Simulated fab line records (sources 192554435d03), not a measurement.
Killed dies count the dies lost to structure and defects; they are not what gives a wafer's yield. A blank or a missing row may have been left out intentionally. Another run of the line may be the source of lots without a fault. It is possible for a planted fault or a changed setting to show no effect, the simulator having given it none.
fab line records | flow n5-finfet | part 1 of 2: steps 1 to 4 of 6
record: lots: 24 | wafers: 72 | last-day: 18
route steps=1938 shown BEOL_M15@1813 MIM_TOP@1838 MIM_TOP_ETCH@1851
lots with no fault: from the same line, run without faults
start-h: start of the lot's first displayed wafer, in hours after the record's first day | wait-h: hours from the lot's prior step to this one | " unchanged from the row above | L1.1+2: one row covering several wafers at once | - no value, or no start given | * or withheld: withheld | < > ~ a bound
route shown NAME@n: NAME is a module with steps in the file, n the number in the route of the first one | usual: average and standard deviation across the fault-free wafers | same: alike in all rows | chamber/n: place in a boat | sites: the reading at each site | _std_site: the standard deviation of these | _edge_site: outer sites' mean less inner sites' | radius-mm: how far each site lies from the wafer's centre | mask NAME#n: copy n | behind: tool/chamber where the wafer was last shaped | hold: what put the lot on hold/how long, in hours/how the hold closed | device: the transistor (n, p or np) that didn't switch | end of line: the route-end tests of the same wafers | a step with no rows: only its recipe | killed: the dies lost at the first sort to structure and to defects; this is not the yield of the wafer | map: shows each die of a wafer: x if killed, . if not, _ if none is there
set.NAME: the run value of the setting; set.NAME@STEP: its run value at that earlier step | model.NAME: the simulator's own value behind a step, which no gauge read
a sample of lots followed through the steps of the route, with each step as a table and each wafer as a row
services: the hour from which a tool's chamber was out of use, counted from the record's first day as start-h (under 0 if before that day), plus the number of hours and why
== steps ==
step: N5_BEOL_M15_STRIP_37
recipe: chemistry: O2 | power-w: 600 | temp-c: 60 | pressure-mtorr: 30 | rf-frequency-hz: 6e+07 | bias-power-w: 0 | overash-fraction: 0.3 | o2-flow-sccm: 225
usual: drypump-motor-current-A: 5.5/0.53 | oes-product-au: 0.76/0.1 | rf-vpp-V: 3.6/0.65 | showerhead-plenum-p-Torr: 2.06/0.088 | throttle-valve-pct: 16.63/0.22
same: overash-fraction: 0.3
lot.wafer | tool        | chamber | start-h | wait-h | drypump-motor-current-A | oes-product-au | rf-hours-counter-h | rf-vpp-V | showerhead-plenum-p-Torr | throttle-valve-pct
L074.1    | rie-diel-06 | 1       | -       | -      | 4.9                     | 0.74           | 168                | 4.5      | 2.01                     | 16.74
L074.4    | "           | 0       | "       | "      | 5.5                     | 0.71           | -                  | 3.8      | 2.08                     | 16.96
L074.5    | "           | 1       | "       | "      | 4.9                     | 0.76           | -                  | 3.0      | 2.01                     | 16.77
L075.2    | rie-diel-02 | 1       | -       | -      | 6.3                     | 0.75           | 172                | 5.2      | 2.00                     | 16.54
L075.3    | "           | 2       | "       | "      | 5.1                     | 0.73           | 183                | 3.2      | 1.99                     | 16.58
L075.6    | "           | 3       | "       | "      | 5.9                     | 0.75           | -                  | 2.9      | 2.09                     | 16.67
L077.2    | rie-diel-01 | 3       | -       | -      | 5.7                     | 0.99           | 2                  | 2.6      | 2.06                     | 16.27
L077.3    | "           | 0       | "       | "      | 5.4                     | 0.76           | 139                | 3.4      | 1.93                     | 16.48
L077.5    | "           | 0       | "       | "      | 5.4                     | 0.75           | -                  | 3.2      | 1.93                     | 16.48
L076.2    | rie-diel-01 | 0       | -       | -      | 5.4                     | 0.75           | 140                | 3.3      | 1.93                     | 16.50
L076.4    | "           | 1       | "       | "      | 4.7                     | 0.68           | 223                | 3.3      | 2.16                     | 16.98
L076.6    | "           | 2       | "       | "      | 6.3                     | 0.70           | -                  | 2.2      | 2.09                     | 16.65
L078.2    | rie-diel-06 | 2       | -       | -      | 5.0                     | 0.72           | 187                | 3.0      | 1.99                     | 16.63
L078.3    | "           | 3       | "       | "      | 5.6                     | 0.97           | 1                  | 3.9      | 2.24                     | 16.23
L078.4    | "           | 0       | "       | "      | 5.5                     | 0.71           | 188                | 3.4      | 2.07                     | 16.98
L081.3    | rie-diel-01 | 3       | -       | -      | 5.7                     | 0.97           | 6                  | 3.6      | 2.06                     | 16.27
L081.4    | "           | 1       | "       | "      | 4.7                     | 0.67           | 230                | 3.1      | 2.15                     | 16.96
L081.6    | "           | 2       | "       | "      | 6.3                     | 0.69           | -                  | 4.6      | 2.08                     | 16.65
L080.2    | rie-diel-01 | 3       | -       | -      | 5.8                     | 0.96           | 7                  | 3.2      | 2.05                     | 16.29
L080.3    | "           | 0       | "       | "      | 5.4                     | 0.74           | 148                | 4.0      | 1.93                     | 16.53
L080.4    | "           | 2       | "       | "      | 6.3                     | 0.69           | 196                | 4.2      | 2.08                     | 16.65
L079.1    | rie-diel-06 | 0       | -       | -      | 5.5                     | 0.70           | 194                | 3.2      | 2.07                     | 17.00
L079.2    | "           | 2       | "       | "      | 5.0                     | 0.71           | 194                | 3.5      | 1.99                     | 16.67
L079.5    | "           | 2       | "       | "      | 5.0                     | 0.72           | -                  | 4.2      | 1.99                     | 16.68
L082.1    | rie-diel-01 | 3       | -       | -      | 5.8                     | 0.95           | 9                  | 3.7      | 2.05                     | 16.28
L082.5    | "           | 0       | "       | "      | 5.4                     | 0.73           | -                  | 3.8      | 1.93                     | 16.52
L082.6    | "           | 1       | "       | "      | 4.7                     | 0.67           | -                  | 3.0      | 2.15                     | 16.97
L083.2    | rie-diel-01 | 3       | -       | -      | 5.8                     | 0.97           | 10                 | 3.9      | 2.05                     | 16.29
L083.4    | "           | 1       | "       | "      | 4.7                     | 0.67           | 234                | 3.8      | 2.15                     | 16.96
L083.5    | "           | 3       | "       | "      | 5.7                     | 0.96           | -                  | 2.5      | 2.05                     | 16.29
L084.1    | rie-diel-06 | 0       | -       | -      | 5.6                     | 0.69           | 198                | 3.4      | 2.07                     | 17.00
L084.5    | "           | 1       | "       | "      | 4.9                     | 0.74           | -                  | 2.9      | 2.00                     | 16.78
L084.6    | "           | 2       | "       | "      | 5.0                     | 0.71           | -                  | 3.6      | 1.99                     | 16.69
L086.1    | rie-diel-01 | 1       | -       | -      | 4.7                     | 0.68           | 240                | 4.3      | 2.15                     | 16.97
L086.5    | "           | 1       | "       | "      | 4.7                     | 0.67           | -                  | 3.3      | 2.15                     | 16.98
L086.6    | "           | 2       | "       | "      | 6.3                     | 0.69           | -                  | 4.5      | 2.08                     | 16.65
L089.1    | rie-diel-01 | 0       | -       | -      | 5.4                     | 0.73           | 160                | 3.4      | 1.92                     | 16.53
L089.2    | "           | 3       | "       | "      | 5.7                     | 0.93           | 19                 | 2.8      | 2.05                     | 16.29
L089.3    | "           | 1       | "       | "      | 4.7                     | 0.66           | 243                | 3.3      | 2.15                     | 16.97
L085.2    | rie-diel-06 | 1       | -       | -      | 4.9                     | 0.73           | 196                | 3.9      | 2.00                     | 16.79
L085.3    | "           | 0       | "       | "      | 5.5                     | 0.69           | 206                | 4.1      | 2.07                     | 17.01
L085.4    | "           | 2       | "       | "      | 5.0                     | 0.70           | 205                | 4.3      | 1.98                     | 16.68
L087.2    | rie-diel-01 | 2       | -       | -      | 6.3                     | 0.69           | 210                | 3.8      | 2.08                     | 16.67
L087.4    | "           | 0       | "       | "      | 5.4                     | 0.74           | 161                | 4.9      | 1.92                     | 16.55
L087.6    | "           | 2       | "       | "      | 6.3                     | 0.69           | -                  | 2.9      | 2.08                     | 16.66
L088.1    | rie-diel-06 | 1       | -       | -      | 4.9                     | 0.73           | 197                | 4.0      | 2.00                     | 16.79
L088.3    | "           | 0       | "       | "      | 5.5                     | 0.69           | 207                | 3.9      | 2.07                     | 17.03
L088.5    | "           | 3       | "       | "      | 5.6                     | 0.93           | -                  | 3.1      | 2.23                     | 16.27
L091.2    | rie-diel-02 | 0       | -       | -      | 5.3                     | 0.81           | 102                | 3.8      | 2.21                     | 16.44
L091.3    | "           | 2       | "       | "      | 5.1                     | 0.71           | 213                | 4.1      | 1.98                     | 16.64
L091.5    | "           | 1       | "       | "      | 6.3                     | 0.74           | -                  | 4.1      | 1.99                     | 16.59
L090.2    | rie-diel-06 | 0       | -       | -      | 5.5                     | 0.69           | 212                | 4.0      | 2.07                     | 17.03
L090.3    | "           | 2       | "       | "      | 5.0                     | 0.70           | 211                | 3.3      | 1.98                     | 16.71
L090.4    | "           | 3       | "       | "      | 5.6                     | 0.91           | 23                 | 3.2      | 2.23                     | 16.28
L093.1    | rie-diel-02 | 1       | -       | -      | 6.3                     | 0.72           | 204                | 2.5      | 1.99                     | 16.60
L093.2    | "           | 3       | "       | "      | 5.9                     | 0.73           | 193                | 4.5      | 2.09                     | 16.72
L093.5    | "           | 3       | "       | "      | 5.9                     | 0.72           | -                  | 3.8      | 2.09                     | 16.74
L092.2    | rie-diel-01 | 2       | -       | -      | 6.3                     | 0.68           | 217                | 3.9      | 2.08                     | 16.71
L092.4    | "           | 0       | "       | "      | 5.4                     | 0.73           | -                  | 4.8      | 1.92                     | 16.54
L092.6    | "           | 3       | "       | "      | 5.8                     | 0.91           | -                  | 3.3      | 2.05                     | 16.30
L094.2    | rie-diel-01 | 3       | -       | -      | 5.7                     | 0.92           | 28                 | 3.0      | 2.05                     | 16.32
L094.3    | "           | 2       | "       | "      | 6.3                     | 0.68           | 217                | 2.8      | 2.08                     | 16.67
L094.4    | "           | 0       | "       | "      | 5.4                     | 0.73           | -                  | 4.2      | 1.92                     | 16.58
L095.1    | rie-diel-02 | 3       | -       | -      | 5.9                     | 0.71           | 202                | 3.6      | 2.08                     | 16.76
L095.3    | "           | 1       | "       | "      | 6.2                     | 0.72           | 213                | 2.7      | 1.99                     | 16.63
L095.5    | "           | 3       | "       | "      | 5.9                     | 0.72           | -                  | 4.4      | 2.08                     | 16.72
L097.2    | rie-diel-01 | 2       | -       | -      | 6.3                     | 0.66           | 231                | 3.3      | 2.07                     | 16.71
L097.3    | "           | 1       | "       | "      | 4.7                     | 0.96           | 7                  | 3.8      | 2.14                     | 16.52
L097.5    | "           | 1       | "       | "      | 4.7                     | 0.96           | -                  | 2.9      | 2.14                     | 16.54
L096.1    | rie-diel-01 | 1       | -       | -      | 4.7                     | 0.97           | 8                  | 3.7      | 2.14                     | 16.53
L096.3    | "           | 0       | "       | "      | 5.4                     | 0.73           | 182                | 4.1      | 1.92                     | 16.58
L096.5    | "           | 0       | "       | "      | 5.4                     | 0.71           | -                  | 3.3      | 1.91                     | 16.58
step: N5_BEOL_M15_CMP_49
recipe: stop-on: SiO2 | t-overpolish-s: 4.9 | down-force-psi: 2 | platen-rpm: 80 | clearing-platen-down-force-psi: 2 | clearing-platen-rpm: 80 | post-cmp-clean: cu-alkaline | target-thk-nm: 850 | clearing-platen-pad-velocity-m-s: 1.5917 | pad-velocity-m-s: 1.5917
usual: barrier-field-endpoint-s: 11.33/0.26 | motor-current-A: 8.0/0.89 | overpolish-run-s: 4.900/0.0093
lot.wafer | tool   | chamber | start-h | wait-h | barrier-field-endpoint-s | motor-current-A | overpolish-run-s
L074.4    | cmp-01 | 2       | 256.36  | 0.1    | 11.25                    | 7.2             | 4.912
L074.1    | "      | 0       | "       | "      | 11.24                    | 6.9             | 4.904
L074.5    | "      | 2       | "       | "      | 11.11                    | 7.4             | 4.885
L075.2    | cmp-03 | 2       | 257.01  | 0.2    | 11.53                    | 8.0             | 4.910
L075.3    | "      | 3       | "       | "      | 11.46                    | 7.9             | 4.905
L075.6    | "      | 1       | "       | "      | 11.51                    | 8.5             | 4.907
L077.3    | cmp-04 | 2       | 271.53  | 0.2    | 11.26                    | 10.3            | 4.902
L077.2    | "      | 3       | "       | "      | 11.35                    | 7.5             | 4.898
L077.5    | "      | 2       | "       | "      | 11.19                    | 9.4             | 4.909
L076.4    | cmp-04 | 2       | 275.51  | 0.2    | 11.45                    | 9.6             | 4.901
L076.2    | "      | 3       | "       | "      | 11.37                    | 8.0             | 4.892
L076.6    | "      | 1       | "       | "      | 11.39                    | 7.4             | 4.892
L078.4    | cmp-03 | 3       | 278.57  | 0.2    | 11.86                    | 8.2             | 4.892
L078.2    | "      | 0       | "       | "      | 11.62                    | 8.6             | 4.910
L078.3    | "      | 1       | "       | "      | 11.32                    | 8.4             | 4.901
L081.3    | cmp-04 | 0       | 293.00  | 0.2    | 11.47                    | 8.0             | 4.907
L081.4    | "      | 2       | "       | "      | 11.25                    | 9.3             | 4.922
L081.6    | "      | 1       | "       | "      | 11.46                    | 7.3             | 4.900
L080.4    | cmp-03 | 0       | 296.64  | 0.1    | 11.23                    | 8.3             | 4.905
L080.2    | "      | 1       | "       | "      | 11.06                    | 8.7             | 4.894
L080.3    | "      | 3       | "       | "      | 11.43                    | 8.4             | 4.899
L079.2    | cmp-03 | 0       | 303.46  | 0.2    | 11.31                    | 8.5             | 4.889
L079.1    | "      | 2       | "       | "      | 11.31                    | 7.5             | 4.895
L079.5    | "      | 1       | "       | "      | 11.37                    | 8.6             | 4.881
L082.1    | cmp-03 | 2       | 304.54  | 0.3    | 11.14                    | 8.5             | 4.899
L082.6    | "      | 1       | "       | "      | 10.80                    | 8.6             | 4.896
L082.5    | "      | 2       | "       | "      | 11.02                    | 7.7             | 4.895
L083.4    | cmp-03 | 0       | 306.16  | 0.2    | 11.11                    | 8.7             | 4.898
L083.2    | "      | 3       | "       | "      | 11.33                    | 8.4             | 4.909
L083.5    | "      | 1       | "       | "      | 11.03                    | 8.7             | 4.909
L084.1    | cmp-03 | 2       | 310.81  | 0.3    | 10.88                    | 8.3             | 4.892
L084.6    | "      | 1       | "       | "      | 10.77                    | 8.6             | 4.895
L084.5    | "      | 2       | "       | "      | 10.87                    | 8.3             | 4.908
L086.1    | cmp-03 | 2       | 327.77  | 0.3    | 11.35                    | 7.8             | 4.895
L086.5    | "      | 2       | "       | "      | 11.55                    | 8.0             | 4.893
L086.6    | "      | 3       | "       | "      | 11.73                    | 8.7             | 4.881
L089.1    | cmp-01 | 3       | 334.84  | 0.3    | 11.84                    | 8.5             | 4.903
L089.3    | "      | 1       | "       | "      | 11.72                    | 6.5             | 4.908
L089.2    | "      | 2       | "       | "      | 11.62                    | 7.6             | 4.901
L085.4    | cmp-03 | 0       | 335.74  | 0.1    | 11.92                    | 8.5             | 4.893
L085.2    | "      | 1       | "       | "      | 11.83                    | 8.6             | 4.882
L085.3    | "      | 3       | "       | "      | 12.29                    | 8.4             | 4.906
L087.4    | cmp-04 | 1       | 336.10  | 0.2    | 11.49                    | 6.7             | 4.890
L087.2    | "      | 2       | "       | "      | 11.31                    | 9.9             | 4.913
L087.6    | "      | 3       | "       | "      | 11.18                    | 7.7             | 4.903
L088.1    | cmp-04 | 2       | 338.89  | 0.3    | 11.15                    | 10.0            | 4.904
L088.3    | "      | 3       | "       | "      | 11.14                    | 7.3             | 4.915
L088.5    | "      | 2       | "       | "      | 11.14                    | 9.6             | 4.902
L091.2    | cmp-03 | 1       | 357.52  | 0.2    | 11.23                    | 9.1             | 4.900
L091.3    | "      | 0       | "       | "      | 11.17                    | 8.9             | 4.892
L091.5    | "      | 2       | "       | "      | 11.26                    | 8.3             | 4.897
L090.2    | cmp-01 | 2       | 357.69  | 0.2    | 11.49                    | 7.4             | 4.895
L090.3    | "      | 3       | "       | "      | 11.64                    | 8.8             | 4.905
L090.4    | "      | 0       | "       | "      | 11.23                    | 6.8             | 4.910
L093.1    | cmp-01 | 1       | 357.96  | 0.3    | 10.82                    | 6.6             | 4.890
L093.2    | "      | 3       | "       | "      | 11.43                    | 9.0             | 4.897
L093.5    | "      | 1       | "       | "      | 11.18                    | 6.5             | 4.901
L092.2    | cmp-04 | 3       | 363.52  | 0.2    | 11.05                    | 7.8             | 4.897
L092.4    | "      | 2       | "       | "      | 11.04                    | 9.5             | 4.902
L092.6    | "      | 3       | "       | "      | 10.98                    | 7.6             | 4.894
L094.3    | cmp-04 | 0       | 364.08  | 0.2    | 11.54                    | 7.2             | 4.888
L094.4    | "      | 2       | "       | "      | 11.62                    | 9.7             | 4.903
L094.2    | "      | 3       | "       | "      | 11.54                    | 7.5             | 4.887
L095.1    | cmp-04 | 2       | 395.11  | 0.3    | 11.36                    | 9.5             | 4.901
L095.3    | "      | 0       | "       | "      | 11.11                    | 7.7             | 4.898
L095.5    | "      | 1       | "       | "      | 11.16                    | 6.8             | 4.884
L097.2    | cmp-01 | 0       | 410.74  | 0.5    | 11.13                    | 6.7             | 4.880
L097.3    | "      | 1       | "       | "      | 11.19                    | 6.6             | 4.897
L097.5    | "      | 0       | "       | "      | 11.49                    | 6.4             | 4.903
L096.3    | cmp-01 | 1       | 411.32  | 0.2    | 11.45                    | 6.5             | 4.915
L096.1    | "      | 2       | "       | "      | 11.10                    | 7.6             | 4.904
L096.5    | "      | 1       | "       | "      | 10.90                    | 6.7             | 4.890
step: N5_BEOL_M15_DEP_53
recipe: material: SiCN | target-thk-a: 500 | temp-c: withheld | precursor: 3MS/NH3 | pressure-torr: 3 | rf-w: 675 | time-s: 17.8
usual: showerhead-plenum-p-Torr: 4.152/0.023 | throttle-valve-pct: 18.3/0.94
lot.wafer | tool     | chamber | start-h | wait-h | showerhead-plenum-p-Torr | throttle-valve-pct
L074.1    | pecvd-04 | 2       | 256.71  | 0.0    | 4.123                    | 16.9
L074.4    | "        | 2       | "       | "      | 4.131                    | 16.4
L074.5    | "        | 1       | "       | "      | 4.155                    | 18.8
L075.2    | pecvd-02 | 2       | 257.33  | 0.0    | 4.128                    | 17.0
L075.3    | "        | 1       | "       | "      | 4.131                    | 17.3
L075.6    | "        | 0       | "       | "      | 4.195                    | 19.7
L077.2    | pecvd-04 | 0       | 271.88  | 0.0    | 4.171                    | 17.9
L077.3    | "        | 2       | "       | "      | 4.127                    | 16.9
L077.5    | "        | 0       | "       | "      | 4.182                    | 17.7
L076.2    | pecvd-02 | 2       | 275.79  | 0.0    | 4.118                    | 17.0
L076.4    | "        | 0       | "       | "      | 4.187                    | 19.8
L076.6    | "        | 2       | "       | "      | 4.133                    | 17.2
L078.2    | pecvd-04 | 1       | 278.89  | 0.0    | 4.153                    | 18.9
L078.3    | "        | 0       | "       | "      | 4.182                    | 17.9
L078.4    | "        | 2       | "       | "      | 4.131                    | 16.7
L081.3    | pecvd-02 | 1       | 293.36  | 0.0    | 4.130                    | 17.8
L081.4    | "        | 2       | "       | "      | 4.114                    | 17.1
L081.6    | "        | 1       | "       | "      | 4.133                    | 17.9
L080.2    | pecvd-04 | 0       | 297.00  | 0.0    | 4.180                    | 17.8
L080.3    | "        | 2       | "       | "      | 4.140                    | 17.0
L080.4    | "        | 0       | "       | "      | 4.179                    | 17.8
L079.1    | pecvd-04 | 2       | 303.81  | 0.0    | 4.123                    | 16.5
L079.2    | "        | 1       | "       | "      | 4.155                    | 18.8
L079.5    | "        | 1       | "       | "      | 4.160                    | 18.6
L082.1    | pecvd-02 | 2       | 304.85  | 0.0    | 4.117                    | 16.7
L082.5    | "        | 0       | "       | "      | 4.180                    | 19.6
L082.6    | "        | 2       | "       | "      | 4.127                    | 17.0
L083.2    | pecvd-01 | 2       | 306.52  | 0.0    | 4.122                    | 18.5
L083.4    | "        | 2       | "       | "      | 4.119                    | 18.7
L083.5    | "        | 1       | "       | "      | 4.174                    | 19.0
L084.1    | pecvd-02 | 1       | 311.13  | 0.0    | 4.120                    | 17.6
L084.5    | "        | 0       | "       | "      | 4.189                    | 19.9
L084.6    | "        | 1       | "       | "      | 4.143                    | 17.5
L086.1    | pecvd-02 | 2       | 328.13  | 0.0    | 4.123                    | 17.2
L086.5    | "        | 0       | "       | "      | 4.186                    | 19.9
L086.6    | "        | 1       | "       | "      | 4.130                    | 17.4
L089.1    | pecvd-01 | 0       | 335.19  | 0.0    | 4.165                    | 18.6
L089.2    | "        | 1       | "       | "      | 4.176                    | 19.0
L089.3    | "        | 2       | "       | "      | 4.143                    | 18.5
L085.2    | pecvd-02 | 0       | 336.10  | 0.0    | 4.182                    | 19.9
L085.3    | "        | 1       | "       | "      | 4.125                    | 17.6
L085.4    | "        | 1       | "       | "      | 4.133                    | 17.7
L087.2    | pecvd-01 | 2       | 336.38  | 0.0    | 4.125                    | 18.6
L087.4    | "        | 0       | "       | "      | 4.175                    | 18.9
L087.6    | "        | 2       | "       | "      | 4.141                    | 18.5
L088.1    | pecvd-01 | 0       | 339.25  | 0.0    | 4.161                    | 18.6
L088.3    | "        | 1       | "       | "      | 4.167                    | 19.0
L088.5    | "        | 0       | "       | "      | 4.165                    | 18.7
L091.2    | pecvd-02 | 2       | 357.88  | 0.0    | 4.119                    | 17.3
L091.3    | "        | 0       | "       | "      | 4.185                    | 19.9
L091.5    | "        | 2       | "       | "      | 4.129                    | 17.5
L090.2    | pecvd-04 | 0       | 358.01  | 0.0    | 4.177                    | 18.0
L090.3    | "        | 2       | "       | "      | 4.130                    | 16.8
L090.4    | "        | 2       | "       | "      | 4.129                    | 16.9
L093.1    | pecvd-01 | 2       | 358.28  | 0.0    | 4.134                    | 18.2
L093.2    | "        | 1       | "       | "      | 4.168                    | 19.2
L093.5    | "        | 0       | "       | "      | 4.161                    | 18.9
L092.2    | pecvd-01 | 0       | 363.88  | 0.0    | 4.162                    | 18.8
L092.4    | "        | 2       | "       | "      | 4.135                    | 18.4
L092.6    | "        | 0       | "       | "      | 4.165                    | 18.7
L094.2    | pecvd-04 | 1       | 364.44  | 0.0    | 4.168                    | 19.0
L094.3    | "        | 2       | "       | "      | 4.117                    | 17.0
L094.4    | "        | 1       | "       | "      | 4.156                    | 18.6
L095.1    | pecvd-01 | 2       | 395.44  | 0.0    | 4.135                    | 18.5
L095.3    | "        | 0       | "       | "      | 4.170                    | 19.2
L095.5    | "        | 0       | "       | "      | 4.163                    | 18.6
L097.2    | pecvd-01 | 2       | 411.13  | 0.0    | 4.132                    | 18.9
L097.3    | "        | 2       | "       | "      | 4.140                    | 18.5
L097.5    | "        | 0       | "       | "      | 4.175                    | 18.6
L096.1    | pecvd-02 | 2       | 411.65  | 0.0    | 4.127                    | 17.3
L096.3    | "        | 0       | "       | "      | 4.182                    | 19.8
L096.5    | "        | 2       | "       | "      | 4.120                    | 17.5
step: N5_MIM_TOP_SPUTTER_03
recipe: material: TiN | target-thk-a: 350 | temp-c: 200 | power-w: 3000 | chamber-pressure-pa: 0.49996 | gas: Ar | reactive-partial-pa: 0.37997 | time-s: 89.7
usual: chamber-pressure-pa: 0.5000/0.00094 | susceptor-temp-C: 200.02/0.15 | throttle-valve-pct: 29.7/1.1
lot.wafer | tool           | chamber | start-h | wait-h | chamber-pressure-pa | susceptor-temp-C | throttle-valve-pct
L074.1    | pvd-sputter-03 | -       | 261.60  | 0.0    | 0.4999              | 200.18           | 28.9
L074.4    | "              | -       | "       | "      | 0.4992              | 200.10           | 31.3
L074.5    | "              | -       | "       | "      | 0.4971              | 199.92           | 31.0
L075.2    | pvd-sputter-03 | -       | 261.92  | 0.0    | 0.5002              | 200.21           | 28.9
L075.3    | "              | -       | "       | "      | 0.5001              | 200.04           | 30.6
L075.6    | "              | -       | "       | "      | 0.5011              | 199.76           | 30.7
L077.2    | pvd-sputter-02 | -       | 276.63  | 0.0    | 0.5000              | 199.79           | 27.2
L077.3    | "              | -       | "       | "      | 0.5009              | 200.23           | 29.7
L077.5    | "              | -       | "       | "      | 0.4988              | 199.82           | 29.9
L076.2    | pvd-sputter-02 | -       | 279.21  | 0.0    | 0.5011              | 200.09           | 29.7
L076.4    | "              | -       | "       | "      | 0.4993              | 200.25           | 31.0
L076.6    | "              | -       | "       | "      | 0.4997              | 200.19           | 29.5
L078.2    | pvd-sputter-03 | -       | 283.72  | 0.0    | 0.4992              | 200.32           | 28.9
L078.3    | "              | -       | "       | "      | 0.4998              | 199.98           | 31.1
L078.4    | "              | -       | "       | "      | 0.4991              | 199.86           | 30.6
L081.3    | pvd-sputter-02 | -       | 296.82  | 0.0    | 0.5011              | 199.99           | 29.7
L081.4    | "              | -       | "       | "      | 0.4982              | 199.95           | 30.9
L081.6    | "              | -       | "       | "      | 0.5021              | 199.98           | 30.1
L080.2    | pvd-sputter-02 | -       | 299.87  | 0.0    | 0.4999              | 199.96           | 30.2
L080.3    | "              | -       | "       | "      | 0.4991              | 200.19           | 29.8
L080.4    | "              | -       | "       | "      | 0.5016              | 199.91           | 27.7
L079.1    | pvd-sputter-03 | -       | 306.56  | 0.0    | 0.4993              | 199.96           | 31.0
L079.2    | "              | -       | "       | "      | 0.5015              | 200.10           | 28.9
L079.5    | "              | -       | "       | "      | 0.4996              | 200.18           | 30.6
L082.1    | pvd-sputter-02 | -       | 308.88  | 0.0    | 0.5020              | 199.88           | 31.0
L082.5    | "              | -       | "       | "      | 0.4998              | 200.15           | 31.0
L082.6    | "              | -       | "       | "      | 0.4996              | 200.15           | 27.3
L083.2    | pvd-sputter-01 | -       | 310.08  | 0.0    | 0.4998              | 200.05           | 27.5
L083.4    | "              | -       | "       | "      | 0.5003              | 199.94           | 30.8
L083.5    | "              | -       | "       | "      | 0.4999              | 199.93           | 31.0
L084.1    | pvd-sputter-01 | -       | 314.70  | 0.0    | 0.4993              | 199.81           | 29.0
L084.5    | "              | -       | "       | "      | 0.5016              | 199.83           | 29.7
L084.6    | "              | -       | "       | "      | 0.4998              | 199.92           | 29.3
L086.1    | pvd-sputter-03 | -       | 330.38  | 0.0    | 0.4983              | 200.28           | 30.7
L086.5    | "              | -       | "       | "      | 0.5004              | 199.94           | 31.1
L086.6    | "              | -       | "       | "      | 0.5003              | 199.90           | 29.0
L089.1    | pvd-sputter-03 | -       | 338.37  | 0.0    | 0.5003              | 199.99           | 28.8
L089.2    | "              | -       | "       | "      | 0.5007              | 199.92           | 31.2
L089.3    | "              | -       | "       | "      | 0.5014              | 200.00           | 30.9
L085.2    | pvd-sputter-03 | -       | 338.61  | 0.0    | 0.4991              | 200.08           | 30.4
L085.3    | "              | -       | "       | "      | 0.5005              | 200.08           | 31.2
L085.4    | "              | -       | "       | "      | 0.5003              | 199.89           | 28.8
L087.2    | pvd-sputter-02 | -       | 339.13  | 0.0    | 0.4992              | 199.99           | 30.0
L087.4    | "              | -       | "       | "      | 0.5001              | 200.01           | 27.5
L087.6    | "              | -       | "       | "      | 0.5003              | 200.13           | 29.7
L088.1    | pvd-sputter-02 | -       | 343.68  | 0.0    | 0.5000              | 199.99           | 29.6
L088.3    | "              | -       | "       | "      | 0.4991              | 200.10           | 30.9
L088.5    | "              | -       | "       | "      | 0.5002              | 199.78           | 30.1
L091.2    | pvd-sputter-02 | -       | 361.87  | 0.0    | 0.4998              | 199.67           | 31.0
L091.3    | "              | -       | "       | "      | 0.5019              | 200.11           | 29.8
L091.5    | "              | -       | "       | "      | 0.4995              | 199.90           | 31.1
L090.2    | pvd-sputter-02 | -       | 362.11  | 0.0    | 0.5001              | 200.03           | 30.0
L090.3    | "              | -       | "       | "      | 0.4992              | 199.93           | 27.6
L090.4    | "              | -       | "       | "      | 0.5005              | 199.87           | 31.1
L093.1    | pvd-sputter-01 | -       | 362.79  | 0.0    | 0.4997              | 199.67           | 29.2
L093.2    | "              | -       | "       | "      | 0.4991              | 199.93           | 27.4
L093.5    | "              | -       | "       | "      | 0.4999              | 200.20           | 31.0
L092.2    | pvd-sputter-02 | -       | 369.61  | 0.0    | 0.5004              | 199.75           | 30.7
L092.4    | "              | -       | "       | "      | 0.5012              | 200.01           | 29.7
L092.6    | "              | -       | "       | "      | 0.5003              | 200.01           | 27.4
L094.2    | pvd-sputter-02 | -       | 369.73  | 0.0    | 0.5000              | 200.13           | 31.3
L094.3    | "              | -       | "       | "      | 0.4997              | 200.03           | 30.0
L094.4    | "              | -       | "       | "      | 0.4995              | 199.83           | 29.5
L095.1    | pvd-sputter-03 | -       | 398.52  | 0.0    | 0.4991              | 200.03           | 29.2
L095.3    | "              | -       | "       | "      | 0.5000              | 199.88           | 30.7
L095.5    | "              | -       | "       | "      | 0.4995              | 199.74           | 30.4
L097.2    | pvd-sputter-01 | -       | 415.09  | 0.0    | 0.5012              | 200.03           | 27.7
L097.3    | "              | -       | "       | "      | 0.4992              | 199.77           | 29.0
L097.5    | "              | -       | "       | "      | 0.4986              | 200.10           | 31.0
L096.1    | pvd-sputter-01 | -       | 416.51  | 0.0    | 0.4991              | 199.90           | 29.7
L096.3    | "              | -       | "       | "      | 0.4997              | 200.06           | 31.0
L096.5    | "              | -       | "       | "      | 0.4996              | 200.03           | 29.4
